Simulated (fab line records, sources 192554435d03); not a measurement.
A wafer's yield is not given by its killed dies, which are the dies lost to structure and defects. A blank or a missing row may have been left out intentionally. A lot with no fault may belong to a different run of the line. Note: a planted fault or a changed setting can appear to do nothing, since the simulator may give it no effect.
fab line records    flow n5Finfet
[record] lots = 7  wafers = 21
route steps=1938 shown HKMG_FIN@435 MOL_CONTACT_COAG@531 BEOL_M0_SAQP@663 BEOL_M1@783 BEOL_M3@935
startH: the number of hours between the record's first day and the start of the first shown wafer of the lot    waitH: how many hours have passed since the lot's step before this one    " repeats the value in the row above    L1.1+2: a single row standing in for several wafers    - no value present, or no start provided    * or withheld: withheld    < > ~ a bound
route shown NAME@n: a module of which the file shows steps, and the number in the route of the first    usual: average and standard deviation across the fault-free wafers    same: alike in all rows    chamber/n: place in a boat    sites: per-site readings    _std_site: the values' standard deviation    _edge_site: inner sites' mean taken away from outer sites' mean    radiusMm: how far each site lies from the wafer's centre    mask NAME#n: copy n    behind: the most recent tool/chamber to have shaped the wafer    hold: cause of the lot's hold/its duration in hours/its outcome    device: the n, p or np transistor that did not switch    end of line: tests run on the same wafers once the route is complete    a step given without rows: its recipe and nothing more    killed: dies lost to structure and defects at the first sort, not the wafer's yield    map: dies across one wafer; x = killed, . = not, _ = none there
set.NAME: the run value of the setting; set.NAME@STEP: its run value at that earlier step    model.NAME: the simulator's own value behind a step, which no gauge read
lots with deliberately changed settings; one table per step, one row per wafer
[[steps]]
[step N5_HKMG_FIN_ETCH_32]
[recipe] chemistry = N2/H2  target = SOC  targetDepthA = 2400  tempC = 40  timeS = 300  ionEnergyEv = 200  maskMaterial = SiARC  pressureMtorr = 30  sourceW = 840  biasW = 150  n2FlowSccm = 200  h2FlowSccm = 200
[usual] rfVppV = 524.0/2.3
lot.wafer  tool        chamber  startH  waitH  set.biasW  rfVppV  model.SiARC_of_HKMG_FIN_COAT_30.thkNm
L074.2     rieDiel-02  3        74.82   0.0    163.5      553.1   18.8
L074.4     "           1        "       "      150        526.4   21.2
L074.6     "           2        "       "      150        526.1   21.6
L080.2     rieDiel-02  1        116.85  0.0    150        524.5   21.2
L080.5     "           2        "       "      150        526.0   21.6
L080.6     "           3        "       "      129.5      477.8   23
L081.1     rieDiel-03  0        120.52  0.0    150        524.9   20.6
L081.3     "           2        "       "      150        525.4   20.6
L081.5     "           2        "       "      173.8      574.6   18.2
L084.2     rieDiel-02  2        138.91  0.0    150        525.7   21.4
L084.3     "           3        "       "      150        525.6   20.4
L084.4     "           1        "       "      150        526.9   21
L085.1     rieDiel-03  1        143.92  0.0    150        526.3   21.6
L085.2     "           3        "       "      173.5      570.3   19.4
L085.3     "           2        "       "      150        524.1   20.8
L089.1     rieDiel-02  2        169.84  0.0    150        525.2   21.6
L089.4     "           0        "       "      133.7      484.8   23.4
L089.6     "           2        "       "      133.7      488.4   23.2
L094.1     rieDiel-02  2        194.84  0.0    150        525.8   21.4
L094.2     "           0        "       "      150        521.2   21.4
L094.6     "           3        "       "      150        523.7   20.4
[step N5_MOL_CONTACT_COAG_ETCH_105]
[recipe] chemistry = CF4  target = SiARC  targetDepthA = 156  maskMaterial = CAR-EUV  timeS = 26  ionEnergyEv = 80  pressureMtorr = 40  sourceW = 545  biasW = 36  Ar_flow_sccm = 100  cf4FlowSccm = 100  ends = cleared
[usual] rfVppV = 184.0/1.2
lot.wafer  tool        chamber  startH  waitH  set.biasW  rfVppV
L074.2     rieDiel-03  0        86.87   0.0    36         184.3
L074.4     "           1        "       "      36         182.5
L074.6     "           2        "       "      36         185.7
L080.2     rieDiel-04  2        129.13  0.0    36         183.8
L080.5     "           2        "       "      36         181.3
L080.6     "           1        "       "      36         185.1
L081.1     rieDiel-04  2        132.73  0.0    36         181.8
L081.3     "           0        "       "      39.77      193.8
L081.5     "           2        "       "      36         182.4
L084.2     rieDiel-03  0        151.31  0.0    36         183.5
L084.3     "           3        "       "      36         184.5
L084.4     "           1        "       "      36         185.0
L085.1     rieDiel-04  2        156.44  0.0    36         182.0
L085.2     "           3        "       "      36         183.1
L085.3     "           0        "       "      36         182.1
L089.1     rieDiel-03  3        182.13  0.0    36         186.6
L089.4     "           1        "       "      36         183.1
L089.6     "           0        "       "      38.54      192.3
L094.1     rieDiel-04  1        208.29  0.0    36         183.6
L094.2     "           2        "       "      36         182.8
L094.6     "           3        "       "      36         184.3
[step N5_MOL_CONTACT_COAG_ETCH_124]
[recipe] chemistry = CH3F/O2  target = SiNx  targetDepthA = 65  maskMaterial = SOC  stopOn = SiOC  overEtchFrac = 0.3  ionEnergyEv = 120  pressureMtorr = 30  sourceW = 395  biasW = 73  Ar_flow_sccm = 150  CH3F_flow_sccm = 30  O2_flow_sccm = 20  ends = endPoint
[usual] rfVppV = 300/6.9
lot.wafer  tool        chamber  startH  waitH  set.sourceW  rfVppV
L074.2     rieDiel-02  2        101.14  0.0    395          297
L074.4     "           1        "       "      362.1        320
L074.6     "           1        "       "      395          307
L080.2     rieDiel-03  2        141.26  0.0    395          304
L080.5     "           0        "       "      369.3        309
L080.6     "           1        "       "      369.3        306
L081.1     rieDiel-04  1        144.36  0.0    460          268
L081.3     "           0        "       "      395          305
L081.5     "           1        "       "      460          268
L084.2     rieDiel-03  1        163.79  0.0    395          298
L084.3     "           2        "       "      456.9        285
L084.4     "           2        "       "      395          303
L085.1     rieDiel-02  0        168.17  0.0    395          300
L085.2     "           3        "       "      395          301
L085.3     "           2        "       "      395          297
L089.1     rieDiel-02  2        195.93  0.0    441.4        283
L089.4     "           0        "       "      441.4        283
L089.6     "           3        "       "      441.4        285
L094.1     rieDiel-02  2        220.57  0.0    395          296
L094.2     "           3        "       "      395          300
L094.6     "           3        "       "      395          299
[step N5_BEOL_M0_SAQP_SPACER1_ALD_98]
[recipe] material = SiO2  targetThkA = 128  tempC = 300  aldPrecursorFamily = BDEAS  aldCoReactant = O2-plasma  pulseTimeS = 1  purgeTimeS = 2  coReactantPurgeTimeS = 2  aldCycles = 138  pressureTorr = 2
lot.wafer   tool       chamber  startH  waitH  set.aldCycles  model.SiO2_of_BEOL_M0_SAQP_SPACER1_ALD_98.thkNm
L074.2      aldSin-03  2        111.55  0.3    148            13.6
L074.4      "          0        "       "      138            12.8
L074.6      "          1        "       "      148            13.8
L080.2      aldSin-01  0        149.19  0.9    121            11.2
L080.5+6    "          0,3      "       "      138            12.8
L081.1+3    aldSin-03  3,0      152.58  0.4    138            12.8
L081.5      "          1        "       "      154            14.4
L084.2+3+4  aldSin-01  3,2,0    174.04  0.3    154            14.4
L085.1+2+3  aldSin-01  0,1,2    175.30  0.3    138            12.8
L089.1+4    aldSin-03  2,0      207.02  0.3    138            12.8
L089.6      "          3        "       "      153            14.4
L094.1+2+6  aldSin-03  3,0,1    230.81  1.9    138            12.8
[step N5_BEOL_M0_SAQP_SPACER1_ETCHBACK_99]
[recipe] chemistry = CHF3/O2  mode = anisotropicEtchback  target = SiO2  targetDepthA = 154  timeS = 7.7  pressureMtorr = 30  sourceW = 650  biasW = 170  Ar_flow_sccm = 200  CHF3_flow_sccm = 50  O2_flow_sccm = 5  ionEnergyEv = 200
[step N5_BEOL_M0_SAQP_MANDREL1_REMOVE_100]
[recipe] chemistry = HBr/Cl2/O2  btTimeS = 10  target = a-Si  stopOn = SiNx  endpoint = OES-SiCl  overEtchFrac = 0.85  icpW = 600  biasW = 30  HBr_flow_sccm = 150  Cl2_flow_sccm = 80  O2_flow_sccm = 5  pressureMtorr = 10
lot.wafer  tool      chamber  startH  waitH  set.aldCycles@BEOL_M0_SAQP_SPACER1_ALD_98  model.BEOL_M0_SAQP.cdNm  model.SiO2_of_BEOL_M0_SAQP_SPACER1_ALD_98.thkNm
L074.2     rieSi-04  1        112.11  0.1    148                                        13.6                     8.2
L074.4     "         3        "       "      138                                        12.8                     7.4
L074.6     "         0        "       "      148                                        13.8                     8.4
L080.2     rieSi-04  3        149.75  0.1    121                                        11.4                     5.8
L080.5     "         0        "       "      138                                        12.6                     7.4
L080.6     "         1        "       "      138                                        12.8                     7.4
L081.1     rieSi-01  3        153.18  0.1    138                                        13                       7.6
L081.3     "         1        "       "      138                                        12.8                     7.4
L081.5     "         3        "       "      154                                        14.4                     9
L084.2+3   rieSi-01  2,0      174.72  0.1    154                                        14.2                     9
L084.4     "         3        "       "      154                                        14.4                     9
L085.1+3   rieSi-04  0,1      175.87  0.1    138                                        12.8                     7.4
L085.2     "         3        "       "      138                                        13                       7.4
L089.1+4   rieSi-05  0,3      207.58  0.1    138                                        12.8                     7.4
L089.6     "         3        "       "      153                                        14.4                     9
L094.1+6   rieSi-05  3,0      231.38  0.1    138                                        12.8                     7.4
L094.2     "         0        "       "      138                                        12.6                     7.4
[step N5_BEOL_M0_SAQP_CD_MEAS_25]
[recipe] targetCdNm = 13.1  landingEnergyEv = 1000  detector = seInlens
[usual] cdNm = 12.82/0.23
lot.wafer  tool      chamber  startH  waitH  set.aldCycles@BEOL_M0_SAQP_SPACER1_ALD_98  cdNm
L074.2     cdSem-01  0        112.22  0.1    148                                        13.66
L074.4     "         0        "       "      138                                        12.52
L074.6     "         0        "       "      148                                        13.57
L080.2     cdSem-02  0        149.86  0.1    121                                        11.02
L080.5     "         0        "       "      138                                        12.72
L080.6     "         0        "       "      138                                        13.04
L081.1     cdSem-01  0        153.29  0.1    138                                        12.85
L081.3     "         0        "       "      138                                        12.40
L081.5     "         0        "       "      154                                        14.24
L084.2     cdSem-02  0        174.83  0.1    154                                        14.07
L084.3     "         0        "       "      154                                        14.16
L084.4     "         0        "       "      154                                        14.23
L085.1     cdSem-01  0        175.98  0.1    138                                        12.72
L085.2     "         0        "       "      138                                        13.20
L085.3     "         0        "       "      138                                        12.73
L089.1     cdSem-01  0        207.70  0.1    138                                        12.98
L089.4     "         0        "       "      138                                        13.32
L089.6     "         0        "       "      153                                        14.12
L094.1     cdSem-01  0        231.49  0.1    138                                        12.71
L094.2     "         0        "       "      138                                        12.72
L094.6     "         0        "       "      138                                        13.07
[step N5_BEOL_M0_SAQP_CUT_ETCH_46]
[recipe] chemistry = N2/H2  target = SOC  targetDepthA = 1350  overetchA = 270  tempC = 40  timeS = 202.5  ionEnergyEv = 200  maskMaterial = SiARC  pressureMtorr = 30  sourceW = 840  biasW = 150  n2FlowSccm = 200  h2FlowSccm = 200
lot.wafer  tool        chamber  startH  waitH  set.timeS  model.SiARC_of_BEOL_M0_SAQP_COAT_72.thkNm
L074.2     rieDiel-01  0        115.30  0.0    202.5      4.8
L074.4     "           2        "       "      202.5      5.2
L074.6     "           2        "       "      226.4      4
L080.2     rieDiel-01  0        152.13  0.0    237.7      3.2
L080.5     "           2        "       "      237.7      3.4
L080.6     "           1        "       "      202.5      4.2
L081.1     rieDiel-01  3        155.89  0.0    202.5      5.2
L081.3     "           1        "       "      202.5      4.4
L081.5     "           2        "       "      202.5      5.4
L084.2     rieDiel-06  1        177.56  0.0    238.1      3
L084.3     "           0        "       "      238.1      4
L084.4     "           2        "       "      202.5      5.4
L085.1     rieDiel-01  1        178.90  0.0    202.5      4.4
L085.2     "           3        "       "      202.5      5.6
L085.3     "           0        "       "      233.2      3.8
L089.1     rieDiel-05  1        210.26  0.0    202.5      5
L089.4     "           3        "       "      158.1      7.4
L089.6     "           0        "       "      202.5      4.8
L094.1     rieDiel-05  3        236.36  0.0    202.5      5.2
L094.2+6   "           0        "       "      202.5      4.8
[step N5_BEOL_M1_EXPOSE_25]
[recipe] maskId = V0  na = 0.33  sourceShape = quasar  sigmaInner = 0.2  sigmaOuter = 0.8  polarization = unpolarized  defocusNm = 5  targetCdNm = 24  doseMj = 63
lot.wafer   tool           chamber  startH  waitH  mask  set.doseMj
L074.2+4+6  euvScanner-02  0        124.12  -      V0#0  63
L080.2+5+6  euvScanner-01  0        159.12  -      V0#0  63
L081.1      euvScanner-01  0        167.65  -      V0#0  66.75
L081.3+5    "              0        "       "      V0#0  63
L084.2      euvScanner-01  0        187.63  -      V0#0  63
L084.3+4    "              0        "       "      V0#0  66.62
L085.1+2+3  euvScanner-02  0        191.82  -      V0#0  63
L089.1+6    euvScanner-01  0        217.01  -      V0#0  61.41
L089.4      "              0        "       "      V0#0  63
L094.1+2+6  euvScanner-02  0        247.42  -      V0#0  63
[step N5_BEOL_M1_PEB_26]
[recipe] pebTempC = 100  pebTimeS = 60  resist = CAR-EUV
[step N5_BEOL_M1_DEVELOP_27]
[recipe] developTimeS = 30  developer = TMAH  resist = CAR-EUV  rinseLiquid = surfactantRinse  dry = airSpin  devTempC = 23
[step N5_BEOL_M1_CD_MEAS_28]
[recipe] landingEnergyEv = 500  detector = seInlens  targetCdYNm = 23.3
[usual] cdNm = 23.99/0.24
lot.wafer  tool      chamber  startH  waitH  set.doseMj@BEOL_M1_EXPOSE_25  cdNm
L074.2     cdSem-02  0        124.26  -      63                            24.24
L074.4     "         0        "       "      63                            23.72
L074.6     "         0        "       "      63                            24.16
L080.2     cdSem-03  0        159.25  -      63                            24.25
L080.5     "         0        "       "      63                            23.99
L080.6     "         0        "       "      63                            24.13
L081.1     cdSem-02  0        167.80  -      66.75                         25.29
L081.3     "         0        "       "      63                            24.42
L081.5     "         0        "       "      63                            23.56
L084.2     cdSem-02  0        187.76  -      63                            23.76
L084.3     "         0        "       "      66.62                         25.10
L084.4     "         0        "       "      66.62                         25.29
L085.1     cdSem-03  0        191.96  -      63                            23.86
L085.2     "         0        "       "      63                            23.82
L085.3     "         0        "       "      63                            24.02
L089.1     cdSem-03  0        217.15  -      61.41                         23.54
L089.4     "         0        "       "      63                            24.22
L089.6     "         0        "       "      61.41                         23.40
L094.1     cdSem-02  0        247.56  -      63                            24.03
L094.2     "         0        "       "      63                            24.08
L094.6     "         0        "       "      63                            24.33
[step N5_BEOL_M1_ETCH_70]
[recipe] chemistry = N2/H2  target = SOC  targetDepthA = 800  overetchA = 160  maskMaterial = SiARC  tempC = 40  timeS = 120  ionEnergyEv = 200  pressureMtorr = 30  sourceW = 840  biasW = 150  n2FlowSccm = 200  h2FlowSccm = 200
lot.wafer  tool        chamber  startH  waitH  set.timeS  model.SiARC_of_BEOL_M1_COAT_68.thkNm
L074.2     rieDiel-01  1        129.11  0.0    134.4      5.4
L074.4     "           0        "       "      120        6.4
L074.6     "           1        "       "      120        6
L080.2     rieDiel-06  1        160.08  0.0    94.79      7.4
L080.5     "           3        "       "      120        6.4
L080.6     "           0        "       "      120        6.8
L081.1+5   rieDiel-01  2,3      171.60  0.0    120        6.6
L081.3     "           0        "       "      120        6.4
L084.2     rieDiel-06  2        189.62  0.0    120        6.6
L084.3     "           0        "       "      133.7      6.2
L084.4     "           3        "       "      120        6.4
L085.1+2   rieDiel-06  3,2      192.76  0.0    120        6.6
L085.3     "           1        "       "      120        6.4
L089.1     rieDiel-01  2        226.50  0.0    120        6.6
L089.4     "           0        "       "      97.15      7.6
L089.6     "           0        "       "      120        6.4
L094.1     rieDiel-05  3        253.65  0.0    120        6.6
L094.2+6   "           0        "       "      120        6.4
[step N5_BEOL_M3_COAT_61]
[recipe] resist = SOC  tempC = 250  timeS = 60  spinRpm = 1500  resistThkNm = 60
lot.wafer  tool           chamber  startH  waitH  set.spinRpm  model.SOC_of_BEOL_M3_COAT_61.thkNm
L074.2     lithoTrack-01  0        142.66  0.1    1500         60.2
L074.4     "              0        "       "      1500         59.8
L074.6     "              0        "       "      1640         57.2
L080.2     lithoTrack-01  0        182.60  0.1    1362         63.2
L080.5+6   "              0        "       "      1362         63
L081.1     lithoTrack-04  0        188.61  0.1    1500         60.4
L081.3+5   "              0        "       "      1405         62.4
L084.2     lithoTrack-01  0        210.19  0.1    1500         59.6
L084.3     "              0        "       "      1451         60.8
L084.4     "              0        "       "      1500         59.8
L085.1     lithoTrack-03  0        212.33  0.1    1500         60
L085.2     "              0        "       "      1500         60.2
L085.3     "              0        "       "      1590         58.4
L089.1     lithoTrack-03  0        248.06  0.1    1500         60.2
L089.4     "              0        "       "      1500         60.4
L089.6     "              0        "       "      1666         57
L094.1     lithoTrack-03  0        273.23  0.1    1500         60.2
L094.2+6   "              0        "       "      1500         60
[[key]]
[split] step = N5_HKMG_FIN_ETCH_32  setting = biasW  stated = 150  by = wafer
[response] step = N5_HKMG_FIN_ETCH_32  reading = rfVppV  change = +3.17  per = 1%  r = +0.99
[response] step = N5_HKMG_FIN_ETCH_32  reading = model.SiARC_of_HKMG_FIN_COAT_30.thkNm  change = -0.147  per = 1%  r = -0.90
[split] step = N5_MOL_CONTACT_COAG_ETCH_105  setting = biasW  stated = 36  by = wafer
[response] step = N5_MOL_CONTACT_COAG_ETCH_105  reading = rfVppV  change = +1.1  per = 1%  r = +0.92
[split] step = N5_MOL_CONTACT_COAG_ETCH_124  setting = sourceW  stated = 395  by = wafer
[response] step = N5_MOL_CONTACT_COAG_ETCH_124  reading = rfVppV  change = -1.63  per = 1%  r = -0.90
[split] step = N5_BEOL_M0_SAQP_SPACER1_ALD_98  setting = aldCycles  stated = 138  by = wafer
[response] step = N5_BEOL_M0_SAQP_SPACER1_ALD_98  reading = model.SiO2_of_BEOL_M0_SAQP_SPACER1_ALD_98.thkNm  change = +0.136  per = 1%  r = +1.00
[response] step = N5_BEOL_M0_SAQP_MANDREL1_REMOVE_100  reading = model.BEOL_M0_SAQP.cdNm  change = +0.125  per = 1%  r = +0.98
[response] step = N5_BEOL_M0_SAQP_MANDREL1_REMOVE_100  reading = model.SiO2_of_BEOL_M0_SAQP_SPACER1_ALD_98.thkNm  change = +0.134  per = 1%  r = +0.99
[response] step = N5_BEOL_M0_SAQP_CD_MEAS_25  reading = cdNm  change = +0.131  per = 1%  r = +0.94
[split] step = N5_BEOL_M0_SAQP_CUT_ETCH_46  setting = timeS  stated = 202.5  by = wafer
[response] step = N5_BEOL_M0_SAQP_CUT_ETCH_46  reading = model.SiARC_of_BEOL_M0_SAQP_COAT_72.thkNm  change = -0.0916  per = 1%  r = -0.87
[split] step = N5_BEOL_M1_EXPOSE_25  setting = doseMj  stated = 63  by = wafer
[response] step = N5_BEOL_M1_CD_MEAS_28  reading = cdNm  change = +0.238  per = 1%  r = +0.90
[split] step = N5_BEOL_M1_ETCH_70  setting = timeS  stated = 120  by = wafer
[response] step = N5_BEOL_M1_ETCH_70  reading = model.SiARC_of_BEOL_M1_COAT_68.thkNm  change = -0.0471  per = 1%  r = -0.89
[split] step = N5_BEOL_M3_COAT_61  setting = spinRpm  stated = 1500  by = wafer
[response] step = N5_BEOL_M3_COAT_61  reading = model.SOC_of_BEOL_M3_COAT_61.thkNm  change = -0.301  per = 1%  r = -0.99
